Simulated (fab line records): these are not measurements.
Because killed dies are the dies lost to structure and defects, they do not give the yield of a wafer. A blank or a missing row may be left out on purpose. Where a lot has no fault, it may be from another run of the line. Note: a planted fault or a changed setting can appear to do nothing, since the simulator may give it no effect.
fab line records | flow n5-finfet
record lots=10 wafers=29 last-day=17
route steps=1938 shown BEOL_M4@1111 BEOL_M6@1195 PASSIVATION@1936
lots untouched by any fault: they come from a run of this same line in which no faults occurred
start-h: hours from the record's first day to the start of the lot's first wafer shown | wait-h: time in hours since the lot's previous step | " same as the row above | L1.1+2: a single row standing in for several wafers | - no value, or no start given | * or withheld: withheld | < > ~ a bound
route shown NAME@n: names a module that has steps shown in the file, with the first one's number in the route | usual: mean/standard deviation of fault-free wafers | same: alike in all rows | chamber/n: place in a boat | sites: each site's reading | _std_site: standard deviation of those values | _edge_site: the outer-site mean with the inner-site mean subtracted | radius-mm: for every site, how far away it sits from the centre of the wafer | mask NAME#n: copy n | behind: the last tool/chamber to shape the wafer | hold: why the lot was held/for how many hours/how that ended | device: which transistor (n, p or np) failed to switch | end of line: the tests these same wafers got at the end of their route | where a step has no rows: the recipe by itself | killed: at the first sort, the dies lost to defects and structure; wafer yield is something else | map: a wafer's dies, marking killed ones x, the rest . and places with no die _
set.NAME: the setting the step ran with; set.NAME@STEP: the setting that earlier step ran with | model.NAME: the simulator's own value behind a step, which no gauge read
the route's steps for a sample of lots (tables are steps, rows are wafers)
services: from which hour (start-h, from the record's first day; less than 0 if before it) a tool's chamber was out of use, for how many hours, and why
## steps
# step N5_BEOL_M4_RC_MEAS_101
# usual DIBL_N=36.0/1.7 DIBL_P=36.2/2.3 IOFF_N=0.16/0.03 IOFF_P=0.21/0.036 ION_N=679/11 ION_P=465/7.1 SS_N=71.4/0.58 SS_P=73.3/0.75 VT_N=249/3.1 VT_P=-251/3.5
# columns lot.wafer tool chamber start-h wait-h DIBL_N[mV/V] DIBL_P[mV/V] IOFF_N[nA/um] IOFF_P[nA/um] ION_N[uA/um] ION_P[uA/um] SS_N[mV/dec] SS_P[mV/dec] VT_N[mV] VT_P[mV]
L613.2 prober-01 0 189.24 0.2 33.9 33.3 0.14 0.19 673 461 71.0 73.1 248 -250
L613.3 " 0 " " 32.7 31.5 0.12 0.17 665 459 70.9 72.2 252 -253
L613.5 " 0 " " 35.4 35.5 0.15 0.21 683 467 70.4 72.8 249 -249
L612.3 prober-02 0 191.02 0.3 35.5 34.9 0.14 0.22 681 465 71.0 73.4 248 -249
L612.4 " 0 " " 38.1 37.4 0.18 0.26 683 468 71.8 73.6 248 -246
L612.5 " 0 " " 38.1 38.4 0.19 0.28 691 471 71.3 73.9 245 -247
L614.1 prober-01 0 195.63 0.0 35.6 34.1 0.13 0.19 674 466 70.8 73.0 251 -250
L614.2 " 0 " " 35.3 33.5 0.13 0.18 663 456 70.8 74.0 251 -252
L614.4 " 0 " " 34.7 32.8 0.12 0.17 664 458 70.5 72.7 250 -253
L617.2 prober-02 0 206.34 0.2 36.7 36.3 0.16 0.21 684 467 70.8 73.6 249 -251
L617.3 " 0 " " 35.8 34.3 0.14 0.17 684 462 71.0 73.2 252 -254
L617.4 " 0 " " 35.3 34.4 0.14 0.18 674 462 70.6 72.6 251 -250
L620.1 prober-01 0 210.02 0.0 37.9 40.0 0.17 0.19 677 452 72.1 74.2 251 -259
L620.2 " 0 " " 37.9 39.9 0.19 0.19 690 459 71.8 73.8 249 -257
L620.6 " 0 " " 38.0 40.4 0.19 0.20 688 453 72.6 74.5 248 -258
L624.1 prober-01 0 251.64 0.2 35.9 35.8 0.15 0.22 681 470 71.1 73.0 249 -252
L624.4 " 0 " " 36.5 36.3 0.14 0.21 679 469 71.9 73.3 252 -250
L624.6 " 0 " " 36.0 35.3 0.14 0.21 677 469 71.3 73.0 253 -247
L626.1 prober-02 0 260.33 0.0 36.4 36.9 0.16 0.22 679 467 71.7 73.8 252 -250
L626.3 " 0 " " 35.0 34.7 0.14 0.18 657 456 71.7 72.3 252 -252
L626.4 " 0 " " 39.0 40.1 0.22 0.26 684 472 71.9 74.4 246 -248
L628.1 prober-02 0 271.07 0.0 38.0 38.0 0.19 0.21 692 463 71.9 74.0 247 -252
L628.2 " 0 " " 36.3 36.3 0.15 0.19 671 458 71.0 74.1 254 -255
L630.1 prober-02 0 280.22 0.0 39.7 41.2 0.23 0.28 703 477 72.0 73.9 244 -247
L630.4 " 0 " " 36.6 37.7 0.15 0.22 672 469 71.9 73.8 249 -250
L630.5 " 0 " " 36.5 37.4 0.15 0.20 681 469 71.9 72.5 249 -250
L633.2 prober-01 0 313.77 0.2 37.9 36.6 0.17 0.21 691 463 71.6 73.4 248 -250
L633.4 " 0 " " 38.5 37.6 0.20 0.24 696 469 71.7 74.8 245 -247
L633.5 " 0 " " 37.8 37.1 0.19 0.22 703 470 71.1 73.7 245 -249
# step N5_BEOL_M6_CURE_74
# recipe temp-c=385 time-s=240 ambient=He/Ar material=SiCOH_lowk
# usual lamp-power-pct=52.31/0.057 wafer_temp_C_max=387.0/0.67
# columns lot.wafer tool chamber start-h wait-h lamp-power-pct wafer_temp_C_max
L613.2 uv-cure-02 2 200.65 0.1 52.24 386.9
L613.3 " 2 " " 52.28 387.0
L613.5 " 2 " " 52.35 387.2
L612.3 uv-cure-01 2 206.32 0.2 52.39 386.5
L612.4 " 2 " " 52.31 386.3
L612.5 " 2 " " 52.29 386.3
L614.1 uv-cure-01 1 208.34 0.0 52.30 386.9
L614.2 " 1 " " 52.22 386.4
L614.4 " 1 " " 52.31 387.1
L617.2 uv-cure-02 2 220.48 0.1 52.30 386.2
L617.3 " 2 " " 52.24 386.5
L617.4 " 2 " " 52.37 386.8
L620.1 uv-cure-01 2 226.65 0.2 52.27 386.2
L620.2 " 2 " " 52.26 386.5
L620.6 " 2 " " 52.25 386.1
L624.1 uv-cure-02 0 265.11 0.0 52.37 386.9
L624.4 " 0 " " 52.30 387.7
L624.6 " 0 " " 52.28 386.8
L626.1 uv-cure-02 1 275.84 0.2 52.33 387.8
L626.3 " 1 " " 52.29 388.0
L626.4 " 1 " " 52.32 388.2
L628.1 uv-cure-01 1 289.53 0.0 52.36 386.4
L628.2 " 1 " " 52.31 387.3
L630.1 uv-cure-03 2 292.02 0.0 52.35 386.6
L630.4 " 2 " " 52.23 386.8
L630.5 " 2 " " 52.32 387.0
L633.2 uv-cure-02 1 325.99 0.1 52.38 388.0
L633.4 " 1 " " 52.22 387.8
L633.5 " 1 " " 52.35 388.4
# step N5_BEOL_M6_THK_MEAS_01
# recipe reads=SiCOH_lowk_of_BEOL_M6_ILD_DEP_00
# usual M6_ILD_THK=154.8/2
# columns lot.wafer tool chamber start-h wait-h M6_ILD_THK[nm]
L613.2 film-metro-01 - 201.08 0.4 151.6
L613.3 " - " " 152.8
L613.5 " - " " 155.5
L612.3 film-metro-01 - 206.67 0.3 153.1
L612.4 " - " " 155.6
L612.5 " - " " 156.4
L614.1 film-metro-02 - 208.85 0.4 153.4
L614.2 " - " " 149.7
L614.4 " - " " 154.5
L617.2 film-metro-01 - 220.91 0.4 153.8
L617.3 " - " " 152.4
L617.4 " - " " 156.2
L620.1 film-metro-01 - 227.16 0.4 154.2
L620.2 " - " " 154.1
L620.6 " - " " 155.1
L624.1 film-metro-02 - 265.62 0.4 155.3
L624.4 " - " " 156.8
L624.6 " - " " 155.8
L626.1 film-metro-02 - 276.35 0.4 154.4
L626.3 " - " " 154.5
L626.4 " - " " 158.9
L628.1 film-metro-02 - 290.04 0.4 155.8
L628.2 " - " " 154.2
L630.1 film-metro-02 - 292.54 0.4 152.7
L630.4 " - " " 154.8
L630.5 " - " " 157.1
L633.2 film-metro-01 - 326.42 0.4 152.3
L633.4 " - " " 155.2
L633.5 " - " " 154.6
# step N5_BEOL_M6_EXPOSE_08
# recipe mask-id=M6 na=1.35 source-shape=dipole sigma-inner=0.817 sigma-outer=0.97 polarization=te dose-mj=68.25
# columns lot.wafer tool chamber start-h wait-h mask
L613.2+3+5 arfi-scanner-01 0 201.96 - M6#0
L612.3+4+5 arfi-scanner-01 0 207.35 - M6#0
L614.1+2+4 arfi-scanner-01 0 210.10 - M6#0
L617.2+3+4 arfi-scanner-02 0 223.24 - M6#0
L620.1+2+6 arfi-scanner-01 0 229.53 - M6#0
L624.1+4+6 arfi-scanner-01 0 266.96 - M6#0
L626.1+3+4 arfi-scanner-03 0 277.70 - M6#0
L628.1+2 arfi-scanner-02 0 292.95 - M6#0
L630.1+4+5 arfi-scanner-03 0 293.50 - M6#0
L633.2+4+5 arfi-scanner-02 0 327.73 - M6#0
# step N5_BEOL_M6_OVL_MEAS_12
# recipe points-per-wafer=44
# usual M6_OVL=0.1/0.63
# columns lot.wafer tool chamber start-h wait-h M6_OVL[nm]
L613.2 overlay-01 0 202.12 0.0 -0.3
L613.3 " 0 " " -1.7
L613.5 " 0 " " -1.9
L612.3 overlay-02 0 207.50 0.0 0.1
L612.4 " 0 " " -0.6
L612.5 " 0 " " 0.1
L614.1 overlay-02 0 210.26 0.0 0.4
L614.2 " 0 " " 0.0
L614.4 " 0 " " 0.7
L617.2 overlay-01 0 223.40 0.0 -0.2
L617.3 " 0 " " -1.2
L617.4 " 0 " " 0.4
L620.1 overlay-01 0 229.68 0.0 15.2
L620.2 " 0 " " 14.7
L620.6 " 0 " " 14.1
L624.1 overlay-02 0 267.11 0.0 14.4
L624.4 " 0 " " 14.1
L624.6 " 0 " " 13.9
L626.1 overlay-01 0 277.86 0.0 -0.3
L626.3 " 0 " " -0.5
L626.4 " 0 " " -0.5
L628.1 overlay-01 0 293.11 0.0 -0.8
L628.2 " 0 " " -0.2
L630.1 overlay-01 0 293.66 0.0 0.5
L630.4 " 0 " " 0.4
L630.5 " 0 " " 0.9
L633.2 overlay-02 0 327.88 0.0 1.1
L633.4 " 0 " " 2.0
L633.5 " 0 " " 0.9
# step N5_BEOL_M6_STRIP_19
# recipe chemistry=O2 power-w=400 temp-c=40 pressure-mtorr=30 rf-frequency-hz=6e+07 bias-power-w=0 overash-fraction=0.2 o2-flow-sccm=225
# usual drypump-motor-current-A=5.6/0.43 oes-product-au=0.82/0.071 rf-vpp-V=3.7/0.61 showerhead-plenum-p-Torr=2.11/0.058 temp-c=40.01/0.094 throttle-valve-pct=16.66/0.17
# columns lot.wafer tool chamber start-h wait-h drypump-motor-current-A oes-product-au rf-hours-counter-h rf-vpp-V showerhead-plenum-p-Torr temp-c throttle-valve-pct
L613.2 rie-diel-06 1 202.56 0.1 6.1 0.70 219 4.3 1.97 40.13 16.72
L613.3 " 3 " " 5.1 0.97 4 4.3 2.16 39.76 16.56
L613.5 " 0 " " 5.3 0.74 - 5.0 2.09 40.21 16.85
L612.3 rie-diel-01 2 207.94 0.1 4.9 0.89 38 3.3 2.16 39.88 16.55
L612.4 " 3 " " 5.6 0.68 233 3.1 2.16 40.16 16.98
L612.5 " 2 " " 4.9 0.90 - 3.8 2.16 39.95 16.52
L614.1 rie-diel-01 2 210.70 0.1 4.9 0.90 39 3.6 2.16 39.99 16.53
L614.2 " 3 " " 5.6 0.67 235 3.8 2.16 40.14 16.96
L614.4 " 1 " " 6.1 0.82 93 5.0 2.12 39.96 16.69
L617.2 rie-diel-01 1 223.87 0.1 6.1 0.82 97 3.6 2.12 40.12 16.71
L617.3 " 3 " " 5.6 0.68 239 3.3 2.16 40.05 16.99
L617.4 " 0 " " 5.4 0.84 80 4.0 2.14 39.88 16.64
L620.1 rie-diel-05 0 230.35 0.1 5.6 0.78 116 4.4 2.11 39.93 16.35
L620.2 " 2 " " 5.8 0.84 67 3.4 2.05 39.77 16.82
L620.6 " 2 " " 5.8 0.84 - 4.1 2.05 40.15 16.84
L624.1 rie-diel-06 0 267.79 0.1 5.3 0.72 193 3.7 2.08 40.09 16.90
L624.4 " 2 " " 5.3 0.82 84 3.8 2.21 40.04 16.54
L624.6 " 1 " " 6.1 0.69 - 4.7 1.96 40.07 16.76
L626.1 rie-diel-05 1 278.46 0.1 5.8 0.86 69 3.7 2.02 39.97 16.70
L626.3 " 3 " " 6.3 0.89 21 3.6 2.13 39.99 16.46
L626.4 " 0 " " 5.7 0.76 130 3.1 2.11 40.09 16.41
L628.1 rie-diel-01 1 293.68 0.1 6.1 0.79 124 2.8 2.11 39.98 16.75
L628.2 " 3 " " 5.6 0.98 1 3.8 2.16 39.94 16.56
L630.1 rie-diel-06 3 294.13 0.1 5.1 0.88 30 4.5 2.16 40.10 16.64
L630.4 " 3 " " 5.1 0.89 - 3.5 2.15 40.02 16.63
L630.5 " 2 " " 5.3 0.80 - 3.5 2.21 40.06 16.56
L633.2 rie-diel-06 0 328.33 0.1 5.3 0.71 212 3.4 2.08 40.05 16.96
L633.4 " 2 " " 5.3 0.80 108 2.9 2.20 39.91 16.59
L633.5 " 2 " " 5.3 0.79 - 4.9 2.20 40.16 16.59
# step N5_PASSIVATION_PROBE_49
# usual defect-limited-yield=91.3/1.5 killed_at_M0_to_M3=31/11 killed_at_M4_up=14/5.1 killed-at-contacts=12/5.6 killed-at-front-end=42/12 killed-at-other=3.8/2.9 killed-dies=103/18 killed-on-rim=14/4.5 killed-open=67/14 killed-short=33/8 sort_bin_5_function=5.1/1 sort_bin_6_memory=3.2/0.75 sort-n-pass=1077/18 sort-yield-pct=91.3/1.5
# same gross-dies=1180 killed-at-back-side=0 sort_bin_4_leakage[%]=0 sort_bin_8_speed[%]=0
# columns lot.wafer tool chamber start-h wait-h defect-limited-yield[%] killed_at_M0_to_M3 killed_at_M4_up killed-at-contacts killed-at-front-end killed-at-other killed-dies killed-on-rim killed-open killed-short sort_bin_5_function[%] sort_bin_6_memory[%] sort-n-pass sort-yield-pct[%]
L612.3 prober-02 - 304.33 0.1 92.5 29 13 7 34 6 89 16 50 35 3.8 2.8 1091 92.5
L612.4 prober-02 - 304.38 0.2 92.5 25 20 7 31 5 88 15 62 18 4.5 2.2 1092 92.5
L612.5 prober-02 - 304.43 0.2 92.4 28 23 9 29 1 90 7 56 31 4.2 2.8 1090 92.4
L620.1 prober-01 - 326.26 0.0 58.6 34 393 15 40 7 489 74 65 42 20.8 3.7 691 58.6
L620.2 prober-01 - 326.31 0.1 47.5 40 509 11 59 1 620 79 82 41 25.3 4.8 560 47.5
L620.6 prober-01 - 326.51 0.3 65.5 29 323 10 44 1 407 50 64 33 16.8 3.5 773 65.5
L624.1 prober-01 - 364.25 0.0 79.5 28 137 20 55 2 242 29 72 45 10.7 4.3 938 79.5
L624.4 prober-01 - 364.40 0.2 58.6 18 413 16 40 1 488 59 62 33 20.3 3.0 692 58.6
L624.6 prober-01 - 364.50 0.3 70.2 24 268 10 47 3 352 36 60 35 16.4 3.1 828 70.2
L628.1 prober-02 - 384.22 0.0 87.7 48 5 13 77 2 145 24 97 38 7.5 4.0 1035 87.7
L628.2 prober-02 - 384.27 0.1 90.8 40 10 9 46 3 108 9 68 39 5.3 3.6 1072 90.8
L633.2 prober-01 - 415.77 0.1 88.0 54 20 13 49 6 142 18 90 51 6.9 4.5 1038 88.0
L633.4 prober-01 - 415.87 0.2 91.8 39 14 13 24 7 97 8 56 39 4.2 3.6 1083 91.8
L633.5 prober-01 - 415.92 0.2 89.0 51 19 12 45 3 130 14 89 39 6.7 3.6 1050 89.0
# killed by level:class
L612.3 STI_FIN_REVEAL:geometric-particle:open=10 BEOL_M0_SAQP:geometric-particle:open=7 BEOL_M3:geometric-particle:open=5 FIN_SAQP:geometric-particle:open=4 FIN_SAQP:geometric-particle:short=4 MOL_CONTACT_COAG:geometric-particle:open=4 STARTING-WAFER:geometric-particle:short=4 BEOL_M4:geometric-particle:short=4
L612.4 BEOL_M4:geometric-particle:open=12 FIN_SAQP:geometric-particle:open=9 HKMG_FIN:area-etch=8 MOL_CONTACT_COAG:geometric-particle:open=7 BEOL_M0_SAQP:geometric-particle:short=7 BEOL_M1:geometric-particle:open=7 STI_FIN_REVEAL:geometric-particle:open=6 GATE_CUT:geometric-particle:short=4
L612.5 BEOL_M4:geometric-particle:open=10 MOL_CONTACT_COAG:geometric-particle:open=8 STI_FIN_REVEAL:geometric-particle:open=7 BEOL_M4:geometric-particle:short=7 FIN_SAQP:geometric-particle:short=6 BEOL_M0_SAQP:geometric-particle:short=6 BEOL_M1:geometric-particle:open=5 BEOL_M3:geometric-particle:open=5
L620.1 BEOL_M6:overlay=373 MOL_CONTACT_COAG:geometric-particle:open=14 BEOL_M0_SAQP:geometric-particle:short=14 HKMG_FIN:area-etch=9 BEOL_M3:geometric-particle:open=7 BEOL_M0_SAQP:geometric-particle:open=6 FIN_SAQP:geometric-particle:short=5 FIN_SAQP:geometric-particle:open=5
L620.2 BEOL_M6:overlay=487 BEOL_M0_SAQP:geometric-particle:short=14 STI_FIN_REVEAL:geometric-particle:open=13 BEOL_M0_SAQP:geometric-particle:open=11 HKMG_FIN:area-etch=10 MOL_CONTACT_COAG:geometric-particle:open=8 BEOL_M4:geometric-particle:open=7 BEOL_M5:geometric-particle:open=7
L620.6 BEOL_M6:overlay=310 STI_FIN_REVEAL:geometric-particle:open=10 MOL_CONTACT_COAG:geometric-particle:open=8 BEOL_M4:geometric-particle:open=8 BEOL_M0_SAQP:geometric-particle:open=7 FIN_SAQP:geometric-particle:open=6 FIN_SAQP:geometric-particle:short=6 GATE_CUT:geometric-particle:short=6
L624.1 BEOL_M6:overlay=121 MOL_CONTACT_COAG:geometric-particle:open=18 STI_FIN_REVEAL:geometric-particle:open=12 GATE_CUT:geometric-particle:open=11 GATE_CUT:geometric-particle:short=8 BEOL_M0_SAQP:geometric-particle:short=7 BEOL_M2:geometric-particle:short=7 FIN_SAQP:geometric-particle:short=6
L624.4 BEOL_M6:overlay=392 FIN_SAQP:geometric-particle:open=14 MOL_CONTACT_COAG:geometric-particle:open=14 FIN_SAQP:geometric-particle:short=6 GATE_CUT:geometric-particle:short=6 BEOL_M4:geometric-particle:open=5 BEOL_M1:geometric-particle:open=4 BEOL_M2:geometric-particle:short=4
L624.6 BEOL_M6:overlay=255 STI_FIN_REVEAL:geometric-particle:open=17 MOL_CONTACT_COAG:geometric-particle:open=7 FIN_SAQP:geometric-particle:open=5 BEOL_M1:geometric-particle:short=5 FIN_SAQP:geometric-particle:short=4 BEOL_M3:geometric-particle:open=4 BEOL_M4:geometric-particle:open=4
L628.1 STI_FIN_REVEAL:geometric-particle:open=29 BEOL_M3:geometric-particle:open=13 MOL_CONTACT_COAG:geometric-particle:open=11 BEOL_M2:geometric-particle:open=11 FIN_SAQP:geometric-particle:short=10 BEOL_M1:geometric-particle:open=9 HKMG_FIN:area-etch=9 FIN_SAQP:geometric-particle:open=6
L628.2 FIN_SAQP:geometric-particle:open=15 FIN_SAQP:geometric-particle:short=13 BEOL_M0_SAQP:geometric-particle:open=11 BEOL_M3:geometric-particle:open=8 MOL_CONTACT_COAG:geometric-particle:open=8 BEOL_M0_SAQP:geometric-particle:short=7 BEOL_M1:geometric-particle:open=7 GATE_CUT:geometric-particle:short=4
L633.2 BEOL_M0_SAQP:geometric-particle:open=19 BEOL_M0_SAQP:geometric-particle:short=17 FIN_SAQP:geometric-particle:short=16 MOL_CONTACT_COAG:geometric-particle:open=10 BEOL_M4:geometric-particle:open=9 FIN_SAQP:geometric-particle:open=8 BEOL_M1:geometric-particle:open=8 STI_FIN_REVEAL:geometric-particle:open=4
L633.4 BEOL_M0_SAQP:geometric-particle:short=10 MOL_CONTACT_COAG:geometric-particle:open=9 BEOL_M2:geometric-particle:short=7 BEOL_M2:geometric-particle:open=7 FIN_SAQP:geometric-particle:open=6 GATE_CUT:geometric-particle:open=6 BEOL_M1:geometric-particle:open=6 BEOL_M0_SAQP:geometric-particle:open=6
L633.5 BEOL_M0_SAQP:geometric-particle:short=14 BEOL_M0_SAQP:geometric-particle:open=13 FIN_SAQP:geometric-particle:open=10 MOL_CONTACT_COAG:geometric-particle:open=10 BEOL_M4:geometric-particle:open=10 BEOL_M1:geometric-particle:open=9 BEOL_M2:geometric-particle:open=6 DUMMY_GATE:geometric-particle:open=5
## services
# columns tool chamber start-h hours kind
arfi-scanner-02 - 206.01 1.3 pm
arfi-scanner-01 - 210.79 1.3 pm
arfi-scanner-03 - 216.77 4.9 pm
uv-cure-03 - 218.91 0.2 repair
rie-diel-06 3 225.92 16.6 repair
uv-cure-02 - 226.71 2.1 pm
arfi-scanner-03 - 231.00 1.0 pm
arfi-scanner-03 - 232.97 0.5 repair
arfi-scanner-01 - 240.74 0.8 pm
uv-cure-01 - 250.39 7.5 pm
arfi-scanner-03 - 253.26 1.4 repair
arfi-scanner-02 - 255.83 1.3 repair
arfi-scanner-02 - 258.88 0.4 repair
rie-diel-01 3 263.49 2.6 repair
uv-cure-01 - 270.71 7.5 pm
arfi-scanner-01 - 272.61 0.7 repair
uv-cure-01 - 280.97 2.1 pm
rie-diel-05 - 290.15 2.6 repair
arfi-scanner-02 - 296.80 1.0 pm
rie-diel-06 0 300.58 5.8 repair
arfi-scanner-01 - 301.82 4.9 pm
arfi-scanner-01 - 308.27 1.0 pm
arfi-scanner-03 - 316.20 0.8 pm
arfi-scanner-02 - 326.48 0.4 repair
## key
first-sign step=N5_BEOL_M6_OVL_MEAS_12 reading=M6_OVL direction=up sigmas=23 usual=0.1 struck=14.4
effect step=N5_PASSIVATION_PROBE_49 reading=killed_at_M4_up direction=up sigmas=63 usual=14 struck=340
more-kills-born-at N5_BEOL_M6_EXPOSE_08@arfi-scanner-01=1938
met-at N5_BEOL_M6_EXPOSE_08
struck-lots L620,L624
not-acting-at N5_BEOL_M6_CURE_74,N5_BEOL_M6_THK_MEAS_01,N5_BEOL_M6_STRIP_19
onset-between 210.10 229.53
fault kind=scanner-matching-overlay tool=arfi-scanner-01 chamber=- onset-h=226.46 steps=N5_BEOL_M6_EXPOSE_08 offset=14.998
